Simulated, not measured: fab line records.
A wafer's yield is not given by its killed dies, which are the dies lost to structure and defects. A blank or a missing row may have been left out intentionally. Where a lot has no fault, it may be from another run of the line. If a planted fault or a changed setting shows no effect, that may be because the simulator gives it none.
Chamber matching | flow n5 finfet | 4 sister chambers for N5_MOL_CONTACT_COAG_ALD_133 on ald sin-02
The step deposits SiO2, target thk 5 nm, pulse time 1 s, co reactant pulse time 1 s. 22 wafers are shown with their chamber, then 11 later ones without.

== WAFERS WITH THEIR CHAMBER ==
wafer  | chamber | heater power w (W) | precursor pulse height rel
L076.1 | 0       | 83                 | 0.984
L076.3 | 2       | 90                 | 0.960
L076.4 | 3       | 77                 | 0.992
L084.2 | 2       | 91                 | 0.978
L084.4 | 0       | 84                 | 1.014
L084.5 | 1       | 74                 | 0.995
L085.1 | 0       | 82                 | 0.984
L085.3 | 2       | 90                 | 1.003
L085.6 | 0       | 85                 | 1.006
L086.2 | 0       | 82                 | 1.009
L086.4 | 3       | 74                 | 1.011
L086.6 | 3       | 76                 | 0.983
L088.1 | 1       | 74                 | 0.967
L088.5 | 3       | 73                 | 0.996
L088.6 | 2       | 90                 | 1.023
L089.3 | 3       | 74                 | 1.023
L089.4 | 0       | 84                 | 1.013
L089.5 | 0       | 82                 | 1.017
L090.2 | 3       | 75                 | 1.021
L090.5 | 0       | 83                 | 1.005
L090.6 | 1       | 74                 | 0.994
L091.1 | 0       | 86                 | 1.033

SIGNATURES, as means of the wafers listed above
reading                    | chamber 0 | chamber 1 | chamber 2 | chamber 3 | scatter within a chamber
heater power w             | 83.44     | 74.00     | 90.25     | 74.83     | 1.24
precursor pulse height rel | 1.00722   | 0.98533   | 0.99100   | 1.00433   | 0.0184
Rule: for a wafer and a chamber, the distance is found by dividing, reading by reading, the gap between the wafer's reading and the chamber's mean by the reading's scatter, squaring, summing and taking the root. If the next closest chamber is less than 2 further off than the closest, the wafer can't be placed; otherwise it belongs to the closest. The scatter is the square root of a quotient: the sum, over the shown wafers, of each reading's squared deviation from its chamber's mean, divided by wafers minus chambers.

== WAFERS WITHOUT THEIR CHAMBER ==
wafer  | heater power w (W) | precursor pulse height rel
L091.2 | 75                 | 0.987
L091.4 | 76                 | 0.987
L094.2 | 76                 | 0.997
L094.3 | 74                 | 0.975
L094.5 | 76                 | 1.003
L096.2 | 80                 | 1.004
L096.3 | 92                 | 1.017
L096.6 | 73                 | 1.038
L097.1 | 91                 | 1.007
L097.3 | 75                 | 0.987
L097.4 | 76                 | 0.980

== CHAMBER TAKEN BY EACH ==
wafer  | from the rows above     | in truth
L091.2 | can't be placed: 1 or 3 | 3
L091.4 | can't be placed: 3 or 1 | 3
L094.2 | can't be placed: 3 or 1 | 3
L094.3 | can't be placed: 1 or 3 | 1
L094.5 | can't be placed: 3 or 1 | 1
L096.2 | can't be placed: 0 or 3 | 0
L096.3 | 2                       | 2
L096.6 | can't be placed: 3 or 1 | 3
L097.1 | 2                       | 2
L097.3 | can't be placed: 1 or 3 | 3
L097.4 | can't be placed: 3 or 1 | 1
Correct placement for 2 of the 11. Can't be placed from these rows: 9 (the true chamber is among the candidates in 9). Placed wrongly: 0.
